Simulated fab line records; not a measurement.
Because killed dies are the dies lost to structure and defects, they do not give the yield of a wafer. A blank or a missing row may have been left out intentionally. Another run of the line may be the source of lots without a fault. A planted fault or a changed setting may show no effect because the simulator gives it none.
fab line records + flow n5-finfet
[record]
- lots = 12
- wafers = 35
- last-day = 18
route steps=1938 shown HKMG_FIN@412
lots that met no fault: from a run of the same line without faults
start-h: hours from the record's opening day to when the first of the lot's shown wafers began + wait-h: hours since the lot's step before + " as in the row above + L1.1+2: one row covering several wafers at once + - either no value or no given start + * or withheld: withheld + < > ~ a bound
route shown NAME@n: names a module that has steps shown in the file, with the first one's number in the route + usual: the fault-free wafers' mean and standard deviation + same: alike in all rows + chamber/n: place in a boat + sites: readings site by site + _std_site: standard deviation of those values + _edge_site: outer sites' mean less inner sites' + radius-mm: how far each site lies from the wafer's centre + mask NAME#n: copy n + behind: the most recent tool/chamber to have shaped the wafer + hold: why the lot went on hold/how many hours it stayed there/how the hold came to an end + device: the transistor (n, p or np) that didn't switch + end of line: tests of these same wafers at the route's end + a step with no rows: only its recipe + killed: at the first sort, the dies lost to defects and structure; wafer yield is something else + map: dies across one wafer; x = killed, . = not, _ = none there
set.NAME: the setting the step ran with; set.NAME@STEP: the setting that earlier step ran with + model.NAME: the simulator's own value behind a step, which no gauge read
the route's steps for a sample of lots (tables are steps, rows are wafers)
services: the hour from which a tool's chamber was out of use, counted from the record's first day as start-h (under 0 if before that day), plus the number of hours and why
[[steps]]
[step N5_HKMG_FIN_ALD_79]
[recipe]
- material = TiN
- target-thk-a = 15
- temp-c = 400
- ald-precursor-family = TiCl4
- ald-co-reactant = NH3
- pulse-time-s = 1
- purge-time-s = 3
- co-reactant-purge-time-s = 2
- co-reactant-pulse-time-s = 2
- ald-cycles = 68
- pressure-torr = 3
[usual]
- heater-power-w = 879/100
- precursor-pulse-height-rel = 1.000/0.019
| lot.wafer | tool         | chamber | start-h | wait-h | heater-power-w | precursor-pulse-height-rel |
|-----------|--------------|---------|---------|--------|----------------|----------------------------|
| L701.3    | ald-metal-02 | 0       | 71.67   | 0.0    | 933            | 0.981                      |
| L701.5    | "            | 0       | "       | "      | 923            | 1.044                      |
| L701.6    | "            | 3       | "       | "      | 782            | 0.979                      |
| L702.2    | ald-metal-03 | 2       | 81.30   | 0.0    | 863            | 0.972                      |
| L702.3    | "            | 1       | "       | "      | 834            | 0.992                      |
| L702.5    | "            | 3       | "       | "      | 955            | 1.017                      |
| L705.1    | ald-metal-03 | 3       | 96.66   | 0.0    | 973            | 1.012                      |
| L705.3    | "            | 0       | "       | "      | 1076           | 0.993                      |
| L705.4    | "            | 1       | "       | "      | 820            | 0.967                      |
| L706.1    | ald-metal-04 | 0       | 104.44  | 0.0    | 909            | 0.984                      |
| L706.3    | "            | 2       | "       | "      | 864            | 1.002                      |
| L706.6    | "            | 0       | "       | "      | 927            | 1.009                      |
| L708.1    | ald-metal-04 | 3       | 117.07  | 0.0    | 691            | 0.988                      |
| L708.2    | "            | 1       | "       | "      | 838            | 0.958                      |
| L708.5    | "            | 2       | "       | "      | 856            | 0.983                      |
| L711.1    | ald-metal-02 | 3       | 131.71  | 0.0    | 781            | 1.010                      |
| L711.5    | "            | 3       | "       | "      | 772            | 1.007                      |
| L711.6    | "            | 0       | "       | "      | 930            | 0.982                      |
| L713.1    | ald-metal-02 | 2       | 147.68  | 0.0    | 745            | 1.014                      |
| L713.3    | "            | 1       | "       | "      | 871            | 0.987                      |
| L713.5    | "            | 2       | "       | "      | 736            | 0.994                      |
| L715.3    | ald-metal-03 | 2       | 158.85  | 0.0    | 877            | 1.024                      |
| L715.5    | "            | 2       | "       | "      | 877            | 1.013                      |
| L715.6    | "            | 3       | "       | "      | 955            | 1.036                      |
| L716.1    | ald-metal-03 | 0       | 160.77  | 0.0    | 1054           | 1.010                      |
| L716.6    | "            | 2       | "       | "      | 886            | 1.027                      |
| L719.2    | ald-metal-03 | 0       | 179.80  | 0.0    | 1081           | 1.005                      |
| L719.3    | "            | 3       | "       | "      | 945            | 1.010                      |
| L719.6    | "            | 0       | "       | "      | 1042           | 0.987                      |
| L721.1    | ald-metal-03 | 2       | 190.42  | 0.0    | 898            | 0.997                      |
| L721.2    | "            | 0       | "       | "      | 1079           | 1.012                      |
| L721.5    | "            | 0       | "       | "      | 1025           | 1.041                      |
| L722.1    | ald-metal-02 | 3       | 197.25  | 0.0    | 796            | 0.981                      |
| L722.4    | "            | 1       | "       | "      | 837            | 1.008                      |
| L722.6    | "            | 1       | "       | "      | 830            | 0.990                      |
[step N5_HKMG_FIN_CVD_62]
[recipe]
- material = a-Si
- target-thk-a = 30
- temp-c = 500
- precursor = Si2H6
- pressure-torr = 1
- time-s = 20.8
[usual]
- heater-power-w = 1368/69
| lot.wafer | tool              | chamber | start-h | wait-h | heater-power-w |
|-----------|-------------------|---------|---------|--------|----------------|
| L701.3    | thermal-cvd-si-01 | 2       | 72.03   | 0.2    | 1369           |
| L701.5    | "                 | 0       | "       | "      | 1484           |
| L701.6    | "                 | 1       | "       | "      | 1338           |
| L702.2    | thermal-cvd-si-02 | 0       | 81.67   | 0.2    | 1288           |
| L702.3    | "                 | 2       | "       | "      | 1336           |
| L702.5    | "                 | 0       | "       | "      | 1296           |
| L705.1    | thermal-cvd-si-02 | 2       | 97.02   | 0.2    | 1308           |
| L705.3    | "                 | 1       | "       | "      | 1337           |
| L705.4    | "                 | 2       | "       | "      | 1315           |
| L706.1    | thermal-cvd-si-02 | 1       | 104.80  | 0.2    | 1350           |
| L706.3    | "                 | 2       | "       | "      | 1338           |
| L706.6    | "                 | 1       | "       | "      | 1366           |
| L708.1    | thermal-cvd-si-02 | 0       | 117.44  | 0.2    | 1278           |
| L708.2    | "                 | 1       | "       | "      | 1339           |
| L708.5    | "                 | 1       | "       | "      | 1356           |
| L711.1    | thermal-cvd-si-01 | 2       | 132.07  | 0.2    | 1397           |
| L711.5    | "                 | 2       | "       | "      | 1353           |
| L711.6    | "                 | 0       | "       | "      | 1525           |
| L713.1    | thermal-cvd-si-01 | 0       | 148.04  | 0.2    | 1541           |
| L713.3    | "                 | 2       | "       | "      | 1371           |
| L713.5    | "                 | 0       | "       | "      | 1522           |
| L715.3    | thermal-cvd-si-01 | 0       | 159.21  | 0.2    | 1469           |
| L715.5    | "                 | 1       | "       | "      | 1351           |
| L715.6    | "                 | 0       | "       | "      | 1479           |
| L716.1    | thermal-cvd-si-01 | 1       | 161.13  | 0.2    | 1330           |
| L716.6    | "                 | 2       | "       | "      | 1412           |
| L719.2    | thermal-cvd-si-02 | 2       | 180.16  | 0.2    | 1312           |
| L719.3    | "                 | 1       | "       | "      | 1327           |
| L719.6    | "                 | 0       | "       | "      | 1300           |
| L721.1    | thermal-cvd-si-02 | 0       | 190.78  | 0.2    | 1290           |
| L721.2    | "                 | 2       | "       | "      | 1353           |
| L721.5    | "                 | 1       | "       | "      | 1351           |
| L722.1    | thermal-cvd-si-01 | 1       | 197.62  | 0.2    | 1408           |
| L722.4    | "                 | 1       | "       | "      | 1339           |
| L722.6    | "                 | 0       | "       | "      | 1509           |
[step N5_HKMG_FIN_COAT_30]
[recipe]
- resist = SiARC
- temp-c = 220
- time-s = 60
- spin-rpm = 1500
- resist-thk-nm = 35
[usual]
- chill-plate-temp-C = 23.02/0.1
- dispense-pressure-kPa = 48.2/2.4
- spin-speed-rpm = 1499.9/1
| lot.wafer | tool           | chamber | start-h | wait-h | chill-plate-temp-C | dispense-pressure-kPa | spin-speed-rpm |
|-----------|----------------|---------|---------|--------|--------------------|-----------------------|----------------|
| L701.3    | litho-track-03 | 0       | 73.22   | -      | 22.86              | 48.2                  | 1501.5         |
| L701.5    | "              | 0       | "       | "      | 23.01              | 48.2                  | 1499.9         |
| L701.6    | "              | 0       | "       | "      | 22.93              | 48.2                  | 1500.7         |
| L702.2    | litho-track-03 | 0       | 82.86   | -      | 22.92              | 48.3                  | 1499.3         |
| L702.3    | "              | 0       | "       | "      | 22.91              | 48.2                  | 1499.9         |
| L702.5    | "              | 0       | "       | "      | 22.95              | 48.3                  | 1501.1         |
| L705.1    | litho-track-01 | 0       | 98.21   | -      | 23.13              | 44.7                  | 1500.5         |
| L705.3    | "              | 0       | "       | "      | 22.93              | 44.7                  | 1499.5         |
| L705.4    | "              | 0       | "       | "      | 23.08              | 44.6                  | 1498.9         |
| L706.1    | litho-track-02 | 0       | 105.99  | -      | 23.03              | 51.2                  | 1501.7         |
| L706.3    | "              | 0       | "       | "      | 22.87              | 51.2                  | 1500.3         |
| L706.6    | "              | 0       | "       | "      | 22.96              | 51.2                  | 1500.6         |
| L708.1    | litho-track-03 | 0       | 118.67  | -      | 22.97              | 48.3                  | 1500.3         |
| L708.2    | "              | 0       | "       | "      | 22.97              | 48.3                  | 1499.8         |
| L708.5    | "              | 0       | "       | "      | 23.06              | 48.3                  | 1498.0         |
| L711.1    | litho-track-03 | 0       | 133.33  | -      | 22.91              | 48.3                  | 1500.4         |
| L711.5    | "              | 0       | "       | "      | 22.84              | 48.3                  | 1500.0         |
| L711.6    | "              | 0       | "       | "      | 22.94              | 48.2                  | 1499.5         |
| L713.1    | litho-track-03 | 0       | 149.23  | -      | 23.12              | 48.3                  | 1400.9         |
| L713.3    | "              | 0       | "       | "      | 22.93              | 48.3                  | 1400.0         |
| L713.5    | "              | 0       | "       | "      | 23.10              | 48.3                  | 1400.1         |
| L715.3    | litho-track-02 | 0       | 160.50  | -      | 22.96              | 51.2                  | 1499.9         |
| L715.5    | "              | 0       | "       | "      | 23.11              | 51.2                  | 1498.6         |
| L715.6    | "              | 0       | "       | "      | 22.91              | 51.2                  | 1501.4         |
| L716.1    | litho-track-03 | 0       | 162.43  | -      | 23.12              | 48.3                  | 1399.5         |
| L716.6    | "              | 0       | "       | "      | 23.10              | 48.2                  | 1399.4         |
| L719.2    | litho-track-02 | 0       | 181.53  | -      | 23.04              | 51.3                  | 1498.7         |
| L719.3    | "              | 0       | "       | "      | 23.07              | 51.3                  | 1498.8         |
| L719.6    | "              | 0       | "       | "      | 23.10              | 51.2                  | 1498.9         |
| L721.1    | litho-track-01 | 0       | 192.01  | -      | 23.10              | 44.7                  | 1499.8         |
| L721.2    | "              | 0       | "       | "      | 23.06              | 44.7                  | 1502.5         |
| L721.5    | "              | 0       | "       | "      | 23.11              | 44.6                  | 1500.4         |
| L722.1    | litho-track-02 | 0       | 198.81  | -      | 23.08              | 51.2                  | 1500.0         |
| L722.4    | "              | 0       | "       | "      | 23.13              | 51.2                  | 1498.6         |
| L722.6    | "              | 0       | "       | "      | 23.18              | 51.3                  | 1498.7         |
[step N5_HKMG_FIN_ETCH_32]
[recipe]
- chemistry = N2/H2
- target = SOC
- target-depth-a = 2400
- temp-c = 40
- time-s = 300
- ion-energy-ev = 200
- mask-material = SiARC
- pressure-mtorr = 30
- source-w = 840
- bias-w = 150
- n2-flow-sccm = 200
- h2-flow-sccm = 200
[usual]
- drypump-motor-current-A = 5.7/0.42
- oes-product-au = 0.78/0.097
- rf-vpp-V = 524.2/1.6
- showerhead-plenum-p-Torr = 2.55/0.057
- throttle-valve-pct = 17.85/0.14
| lot.wafer | tool        | chamber | start-h | wait-h | drypump-motor-current-A | oes-product-au | rf-hours-counter-h | rf-vpp-V | showerhead-plenum-p-Torr | throttle-valve-pct |
|-----------|-------------|---------|---------|--------|-------------------------|----------------|--------------------|----------|--------------------------|--------------------|
| L701.3    | rie-diel-06 | 2       | 73.76   | 0.0    | 6.3                     | 0.74           | 172                | 522.3    | 2.52                     | 17.81              |
| L701.5    | "           | 3       | "       | "      | 5.8                     | 0.77           | -                  | 523.5    | 2.53                     | 17.72              |
| L701.6    | "           | 2       | "       | "      | 6.3                     | 0.73           | -                  | 522.6    | 2.52                     | 17.81              |
| L702.2    | rie-diel-06 | 3       | 83.41   | 0.0    | 5.8                     | 0.76           | 146                | 524.2    | 2.52                     | 17.72              |
| L702.3    | "           | 2       | "       | "      | 6.3                     | 0.73           | 176                | 525.5    | 2.52                     | 17.81              |
| L702.5    | "           | 1       | "       | "      | 5.8                     | 0.92           | -                  | 524.8    | 2.63                     | 17.69              |
| L705.1    | rie-diel-05 | 2       | 98.76   | 0.0    | 5.5                     | 0.70           | 190                | 523.2    | 2.53                     | 17.81              |
| L705.3    | "           | 0       | "       | "      | 6.2                     | 0.73           | 143                | 523.7    | 2.54                     | 17.94              |
| L705.4    | "           | 3       | "       | "      | 5.3                     | 0.95           | 5                  | 526.0    | 2.61                     | 17.80              |
| L706.1    | rie-diel-02 | 1       | 106.41  | 0.0    | 5.0                     | 0.70           | 202                | 523.2    | 2.51                     | 17.85              |
| L706.3    | "           | 3       | "       | "      | 6.4                     | 0.67           | 249                | 520.3    | 2.38                     | 17.91              |
| L706.6    | "           | 3       | "       | "      | 6.4                     | 0.68           | -                  | 520.2    | 2.38                     | 17.88              |
| L708.1    | rie-diel-06 | 2       | 119.27  | 0.0    | 6.3                     | 0.71           | 185                | 522.8    | 2.52                     | 17.82              |
| L708.2    | "           | 0       | "       | "      | 5.8                     | 0.93           | 15                 | 524.9    | 2.58                     | 17.78              |
| L708.5    | "           | 3       | "       | "      | 5.8                     | 0.74           | -                  | 524.0    | 2.52                     | 17.76              |
| L711.1    | rie-diel-05 | 1       | 133.87  | 0.0    | 5.4                     | 0.75           | 158                | 524.8    | 2.54                     | 18.05              |
| L711.5    | "           | 1       | "       | "      | 5.4                     | 0.75           | -                  | 525.2    | 2.54                     | 18.04              |
| L711.6    | "           | 0       | "       | "      | 6.2                     | 0.72           | -                  | 524.0    | 2.53                     | 17.97              |
| L713.1    | rie-diel-05 | 3       | 149.77  | 0.0    | 5.3                     | 0.91           | 20                 | 526.4    | 2.61                     | 17.82              |
| L713.3    | "           | 2       | "       | "      | 5.5                     | 0.69           | 209                | 523.6    | 2.52                     | 17.84              |
| L713.5    | "           | 2       | "       | "      | 5.5                     | 0.68           | -                  | 521.8    | 2.52                     | 17.85              |
| L715.3    | rie-diel-05 | 0       | 161.04  | 0.0    | 6.2                     | 0.72           | 164                | 524.3    | 2.53                     | 17.98              |
| L715.5    | "           | 3       | "       | "      | 5.3                     | 0.91           | -                  | 525.8    | 2.61                     | 17.81              |
| L715.6    | "           | 0       | "       | "      | 6.2                     | 0.72           | -                  | 522.8    | 2.53                     | 17.98              |
| L716.1    | rie-diel-06 | 2       | 162.97  | 0.0    | 6.3                     | 0.71           | 200                | 523.1    | 2.51                     | 17.85              |
| L716.6    | "           | 1       | "       | "      | 5.8                     | 0.87           | -                  | 525.4    | 2.62                     | 17.72              |
| L719.2    | rie-diel-02 | 3       | 182.07  | 0.0    | 6.4                     | 0.93           | 13                 | 527.9    | 2.69                     | 17.43              |
| L719.3    | "           | 2       | "       | "      | 5.8                     | 0.84           | 45                 | 525.6    | 2.58                     | 17.77              |
| L719.6    | "           | 1       | "       | "      | 5.0                     | 0.68           | -                  | 523.7    | 2.50                     | 17.90              |
| L721.1    | rie-diel-06 | 2       | 192.66  | 0.0    | 6.3                     | 0.70           | 208                | 523.0    | 2.51                     | 17.86              |
| L721.2    | "           | 3       | "       | "      | 5.8                     | 0.74           | 180                | 523.7    | 2.51                     | 17.79              |
| L721.5    | "           | 1       | "       | "      | 5.7                     | 0.85           | -                  | 524.6    | 2.61                     | 17.73              |
| L722.1    | rie-diel-02 | 2       | 199.35  | 0.0    | 5.8                     | 0.83           | 51                 | 525.4    | 2.58                     | 17.78              |
| L722.4    | "           | 1       | "       | "      | 5.0                     | 0.68           | 231                | 522.7    | 2.50                     | 17.90              |
| L722.6    | "           | 0       | "       | "      | 5.2                     | 0.69           | -                  | 524.5    | 2.60                     | 18.13              |
[[services]]
| tool              | chamber | start-h | hours | kind                          |
|-------------------|---------|---------|-------|-------------------------------|
| rie-diel-05       | 3       | 48.11   | -     | clean                         |
| rie-diel-05       | 3       | 48.11   | -     | consumable-replace:focus-ring |
| rie-diel-05       | 3       | 48.11   | 14.7  | scheduled-down                |
| rie-diel-05       | 3       | 48.11   | 14.7  | vent-cycle                    |
| rie-diel-06       | 0       | 51.97   | -     | clean                         |
| rie-diel-06       | 0       | 51.97   | -     | consumable-replace:focus-ring |
| rie-diel-06       | 0       | 51.97   | 13.6  | scheduled-down                |
| rie-diel-06       | 0       | 51.97   | 13.6  | vent-cycle                    |
| rie-diel-05       | -       | 61.93   | 2.8   | pm                            |
| ald-metal-04      | 3       | 64.41   | 14.6  | repair                        |
| rie-diel-05       | 3       | 66.19   | 7.2   | repair                        |
| rie-diel-06       | 0       | 67.14   | 4.2   | repair                        |
| ald-metal-04      | 1       | 77.86   | 26.0  | repair                        |
| rie-diel-02       | 2       | 98.10   | 16.2  | repair                        |
| ald-metal-04      | -       | 115.64  | 0.8   | repair                        |
| rie-diel-05       | 3       | 118.81  | 5.5   | repair                        |
| ald-metal-02      | 3       | 143.51  | 13.5  | repair                        |
| thermal-cvd-si-02 | -       | 153.69  | 14.6  | pm                            |
| rie-diel-02       | 0       | 153.84  | 5.9   | repair                        |
| rie-diel-02       | 1       | 156.34  | 5.9   | repair                        |
| ald-metal-02      | -       | 159.49  | 8.7   | pm                            |
| thermal-cvd-si-01 | -       | 168.29  | 2.8   | pm                            |
| ald-metal-03      | 1       | 172.90  | 21.4  | repair                        |
| rie-diel-02       | 0       | 190.66  | 4.0   | repair                        |
[[key]]
[first-sign]
- step = N5_HKMG_FIN_COAT_30
- reading = spin-speed-rpm
- direction = down
- sigmas = 97
- usual = *
- struck = *
effect none on later readings
met-at N5_HKMG_FIN_COAT_30
struck-lots L713,L716
rows-end L713.1,L713.3,L713.5
not-acting-at N5_HKMG_FIN_ALD_79,N5_HKMG_FIN_CVD_62,N5_HKMG_FIN_ETCH_32
onset-between 133.33 149.23
[fault]
- kind = process-parameter-drift
- tool = litho-track-03
- chamber = -
- onset-h = 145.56
- steps = N5_HKMG_FIN_COAT_30
- channel = spin-rpm
- offset = *
- shape = step
- acts-in = *
- stated = *
// rows-end: these wafers met a further fault down the route, and their rows from its step on are left out
